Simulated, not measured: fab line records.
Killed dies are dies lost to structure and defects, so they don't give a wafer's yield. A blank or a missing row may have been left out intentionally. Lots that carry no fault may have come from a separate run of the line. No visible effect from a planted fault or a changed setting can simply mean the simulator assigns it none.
fab line records	flow n5_finfet
[record] lots = 11	wafers = 33	last_day = 17
route steps=1938 shown BEOL_M12@1614
lots untouched by any fault: they come from a run of this same line in which no faults occurred
start_h: start of the lot's first displayed wafer, in hours after the record's first day	wait_h: hours since the lot's step before	" unchanged from the row above	L1.1+2: a row that stands for several wafers	- either no value or no given start	* or withheld: withheld	< > ~ a bound
route shown NAME@n: names a module that has steps shown in the file, with the first one's number in the route	usual: mean/standard deviation of fault-free wafers	same: alike in all rows	chamber/n: place in a boat	sites: the reading at each site	_std_site: standard deviation across them	_edge_site: inner sites' mean taken away from outer sites' mean	radius_mm: for every site, how far away it sits from the centre of the wafer	mask NAME#n: copy n	behind: tool/chamber where the wafer was last shaped	hold: reason for holding the lot/hours on hold/outcome of the hold	device: whichever transistor did not switch (one of n, p or np)	end of line: at the end of the route, the tests of the same wafers	step lacking rows: just its recipe	killed: at the first sort, the dies lost to defects and structure; wafer yield is something else	map: a wafer's dies, x killed, . not, _ none there
set.NAME: the run value of the setting; set.NAME@STEP: its run value at that earlier step	model.NAME: the simulator's own value behind a step, which no gauge read
route steps across a sampled set of lots; one table per step, one row per wafer
services: a tool's chamber out of use, with start hour (start_h, from the record's first day; less than 0 if before it), hours out, and reason
[[steps]]
[step N5_BEOL_M12_INSPECT_12]
[recipe] mode = adi	inspect_instrument = macro
[usual] raw_defect_count = 2.2/1.5
lot.wafer	tool	chamber	start_h	wait_h	raw_defect_count
L965.3	defect_inspect-02	-	246.72	0.0	1
L965.4	"	-	"	"	3
L965.5	"	-	"	"	1
L966.2	defect_inspect-01	-	249.23	0.0	5
L966.4	"	-	"	"	4
L966.5	"	-	"	"	1
L968.4	defect_inspect-02	-	254.79	0.0	1
L968.5	"	-	"	"	4
L968.6	"	-	"	"	1
L967.1	defect_inspect-02	-	255.10	0.0	5
L967.3	"	-	"	"	1
L967.5	"	-	"	"	2
L975.3	defect_inspect-01	-	306.53	0.0	3
L975.4	"	-	"	"	3
L975.6	"	-	"	"	3
L979.1	defect_inspect-02	-	322.75	0.0	3
L979.3	"	-	"	"	1
L979.4	"	-	"	"	8
L976.2	defect_inspect-02	-	323.10	0.0	1
L976.4	"	-	"	"	3
L976.5	"	-	"	"	2
L981.1	defect_inspect-02	-	343.09	0.0	4
L981.2	"	-	"	"	1
L981.3	"	-	"	"	2
L985.2	defect_inspect-01	-	352.91	0.0	5
L985.3	"	-	"	"	4
L985.5	"	-	"	"	3
L983.1	defect_inspect-02	-	353.60	0.0	2
L983.2	"	-	"	"	2
L983.6	"	-	"	"	1
L987.4	defect_inspect-02	-	369.72	0.0	3
L987.5	"	-	"	"	3
L987.6	"	-	"	"	3
[step N5_BEOL_M12_STRIP_64]
[recipe] chemistry = N2/H2	power_w = 1000	temp_c = 250	h2_frac = 0.65	overash_fraction = 0.3	pressure_mtorr = withheld	n2_flow_sccm = 1750	h2_flow_sccm = 3250
[usual] drypump_motor_current_A = 5.64/0.2	h2_flow_sccm = 3250/9.6	heater_power_w = 321/23	oes_product_au = 0.715/0.0047	strip_time_to_endpoint_s = 31.33/0.064
lot.wafer	tool	chamber	start_h	wait_h	drypump_motor_current_A	h2_flow_sccm	heater_power_w	oes_product_au	rf_hours_counter_h	strip_time_to_endpoint_s
L965.3	plasma_asher-01	1	247.12	0.0	5.62	3249	318	0.719	-	31.25
L965.4	"	0	"	"	5.47	3250	325	0.719	-	31.30
L965.5	"	0	"	"	5.42	3241	319	0.709	-	31.25
L966.2	plasma_asher-02	0	249.61	0.0	5.65	3251	278	0.717	75	31.29
L966.4	"	1	"	"	5.98	3258	347	0.704	-	31.23
L966.5	"	1	"	"	5.99	3252	354	0.722	-	31.34
L968.4	plasma_asher-01	0	255.28	0.0	5.44	3254	330	0.710	-	31.32
L968.5	"	0	"	"	5.44	3249	330	0.717	-	31.34
L968.6	"	1	"	"	5.61	3258	321	0.711	-	31.26
L967.1	plasma_asher-01	0	255.64	0.0	5.45	3251	334	0.720	121	31.36
L967.3	"	0	"	"	5.40	3244	321	0.715	-	31.37
L967.5	"	1	"	"	5.61	3246	322	0.722	-	31.40
L975.3	plasma_asher-01	0	307.08	0.0	5.40	3236	323	0.708	-	31.31
L975.4	"	1	"	"	5.60	3227	318	0.713	-	31.39
L975.6	"	0	"	"	5.42	3250	323	0.715	-	31.32
L979.1	plasma_asher-01	0	323.45	0.0	5.45	3271	324	0.725	133	31.33
L979.3	"	0	"	"	5.40	3242	321	0.711	-	31.30
L979.4	"	1	"	"	5.62	3254	320	0.712	-	31.29
L976.2	plasma_asher-01	1	323.76	0.0	5.62	3257	333	0.717	133	31.40
L976.4	"	0	"	"	5.39	3251	336	0.719	-	31.36
L976.5	"	0	"	"	5.39	3243	327	0.716	-	31.31
L981.1	plasma_asher-01	1	343.49	0.0	5.60	3268	326	0.714	137	31.39
L981.2	"	0	"	"	5.40	3251	328	0.715	137	31.38
L981.3	"	1	"	"	5.62	3250	325	0.715	-	31.34
L985.2	plasma_asher-01	1	353.37	0.0	5.61	3265	335	0.714	140	31.31
L985.3	"	0	"	"	5.40	3247	328	0.700	-	31.29
L985.5	"	0	"	"	5.42	3249	318	0.713	-	31.26
L983.1	plasma_asher-02	1	353.98	0.0	5.98	3268	347	0.721	96	31.36
L983.2	"	0	"	"	5.65	3252	283	0.720	96	31.36
L983.6	"	1	"	"	6.01	3260	356	0.716	-	31.34
L987.4	plasma_asher-01	0	370.12	0.0	5.43	3266	342	0.717	-	31.22
L987.5	"	1	"	"	5.61	3255	323	0.718	-	31.21
L987.6	"	0	"	"	5.42	3264	328	0.716	-	31.25
[step N5_BEOL_M12_STRIP_37]
[recipe] chemistry = N2/H2	power_w = 1000	temp_c = 250	h2_frac = 0.65	overash_fraction = 0.3	pressure_mtorr = withheld	n2_flow_sccm = 1750	h2_flow_sccm = 3250
[usual] drypump_motor_current_A = 5.70/0.21	h2_flow_sccm = 3250/11	heater_power_w = 319/27	oes_product_au = 0.790/0.01
lot.wafer	tool	chamber	start_h	wait_h	drypump_motor_current_A	h2_flow_sccm	heater_power_w	oes_product_au	rf_hours_counter_h
L965.3	plasma_asher-02	1	248.46	0.1	5.95	3265	348	0.793	-
L965.4	"	0	"	"	5.65	3229	284	0.787	-
L965.5	"	1	"	"	5.99	3267	344	0.773	-
L966.2	plasma_asher-02	1	250.85	0.0	5.99	3250	350	0.793	75
L966.4	"	0	"	"	5.63	3251	281	0.782	-
L966.5	"	1	"	"	5.99	3265	354	0.783	-
L968.4	plasma_asher-02	1	256.91	0.1	6.03	3234	356	0.802	-
L968.5	"	0	"	"	5.62	3248	280	0.808	-
L968.6	"	1	"	"	5.99	3245	347	0.793	-
L967.1	plasma_asher-01	0	256.93	0.0	5.43	3262	329	0.796	121
L967.3	"	1	"	"	5.62	3248	318	0.807	-
L967.5	"	1	"	"	5.64	3239	316	0.802	-
L975.3	plasma_asher-02	0	308.32	0.1	5.63	3233	279	0.790	-
L975.4	"	1	"	"	5.99	2928	347	0.784	-
L975.6	"	1	"	"	6.03	2920	354	0.789	-
L979.1	plasma_asher-01	1	324.59	0.0	5.59	3255	322	0.799	133
L979.3	"	0	"	"	5.45	3258	324	0.791	-
L979.4	"	1	"	"	5.64	3252	327	0.788	-
L976.2	plasma_asher-02	1	324.92	0.0	5.98	2920	352	0.793	91
L976.4	"	1	"	"	5.97	2919	345	0.760	-
L976.5	"	1	"	"	6.00	2920	349	0.801	-
L981.1	plasma_asher-01	0	344.94	0.0	5.42	3240	334	0.805	137
L981.2	"	1	"	"	5.62	3271	328	0.791	137
L981.3	"	1	"	"	5.61	3240	323	0.806	-
L985.2	plasma_asher-01	0	354.72	0.0	5.42	3242	329	0.776	140
L985.3	"	1	"	"	5.63	3256	327	0.786	-
L985.5	"	0	"	"	5.42	3247	333	0.787	-
L983.1	plasma_asher-01	0	355.53	0.2	5.43	3238	315	0.788	141
L983.2	"	1	"	"	5.61	3245	326	0.797	141
L983.6	"	0	"	"	5.41	3231	328	0.793	-
L987.4	plasma_asher-01	0	371.37	0.1	5.42	3259	324	0.808	-
L987.5	"	1	"	"	5.62	3247	328	0.782	-
L987.6	"	0	"	"	5.42	3253	326	0.779	-
[step N5_BEOL_M12_SPUTTER_45]
[recipe] material = Cu	target_thk_a = 800	temp_c = -20	bias_v = 60	power_w = 26000	chamber_pressure_pa = 0.13	time_s = 13.33
[usual] cathode_dc_power_W = 26000/4.5	chuck_sensor_temp_C = -16.1/0.51	throttle_valve_pct = 30.4/0.71
lot.wafer	tool	chamber	start_h	wait_h	cathode_dc_power_W	chuck_sensor_temp_C	throttle_valve_pct
L965.3	pvd_sputter-01	-	252.70	0.0	25992	-15.6	30.5
L965.4	"	-	"	"	25999	-17.1	29.5
L965.5	"	-	"	"	26003	-15.0	29.8
L966.2	pvd_sputter-03	-	252.71	0.0	26005	-16.0	31.2
L966.4	"	-	"	"	26000	-15.8	32.0
L966.5	"	-	"	"	26001	-16.3	31.2
L968.4	pvd_sputter-01	-	262.77	0.0	26008	-15.7	30.6
L968.5	"	-	"	"	25995	-15.1	29.6
L968.6	"	-	"	"	25999	-15.8	30.5
L967.1	pvd_sputter-02	-	263.00	0.0	25997	-16.7	29.3
L967.3	"	-	"	"	25998	-16.2	30.7
L967.5	"	-	"	"	26003	-16.6	29.8
L975.3	pvd_sputter-03	-	311.55	0.0	25999	-16.1	31.1
L975.4	"	-	"	"	25993	-16.3	30.5
L975.6	"	-	"	"	26005	-16.3	31.3
L979.1	pvd_sputter-01	-	326.80	0.0	26000	-15.8	30.5
L979.3	"	-	"	"	26007	-15.1	29.8
L979.4	"	-	"	"	25998	-16.2	30.8
L976.2	pvd_sputter-01	-	327.16	0.0	25998	-15.6	30.4
L976.4	"	-	"	"	26003	-15.3	29.8
L976.5	"	-	"	"	26001	-16.2	30.9
L981.1	pvd_sputter-01	-	347.24	0.0	25999	-16.9	29.7
L981.2	"	-	"	"	26001	-15.1	29.9
L981.3	"	-	"	"	26006	-16.0	30.7
L985.2	pvd_sputter-03	-	356.58	0.0	25995	-16.4	30.9
L985.3	"	-	"	"	26003	-16.0	31.5
L985.5	"	-	"	"	26003	-16.2	31.2
L983.1	pvd_sputter-01	-	358.59	0.0	26004	-16.0	31.0
L983.2	"	-	"	"	26000	-17.0	29.6
L983.6	"	-	"	"	26004	-15.8	30.6
L987.4	pvd_sputter-01	-	374.69	0.0	25996	-15.1	29.8
L987.5	"	-	"	"	26006	-15.1	29.9
L987.6	"	-	"	"	26003	-15.7	30.2
[[services]]
tool	chamber	start_h	hours	kind
plasma_asher-01	-	307.97	3.2	repair
plasma_asher-01	-	342.43	0.4	repair
plasma_asher-02	-	354.51	2.8	pm
plasma_asher-02	-	366.72	15.6	pm
[[key]]
[first_sign] step = N5_BEOL_M12_STRIP_37	reading = h2_flow_sccm	direction = down	sigmas = 30	usual = 3250	struck = 2921
effect none on later readings
met_at N5_BEOL_M12_STRIP_37
struck_lots L975,L976
struck_wafers L975.4,L975.6,L976.2,L976.4,L976.5
not_acting_at N5_BEOL_M12_INSPECT_12,N5_BEOL_M12_STRIP_64,N5_BEOL_M12_SPUTTER_45
onset_between 256.91 308.32
[fault] kind = process_parameter_drift	tool = plasma_asher-02	chamber = 1	onset_h = 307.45	steps = N5_BEOL_M12_STRIP_37	channel = h2_flow_sccm	offset = -325	shape = step	end_h = 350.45	acts_in = these_recipes_only	stated = 3250
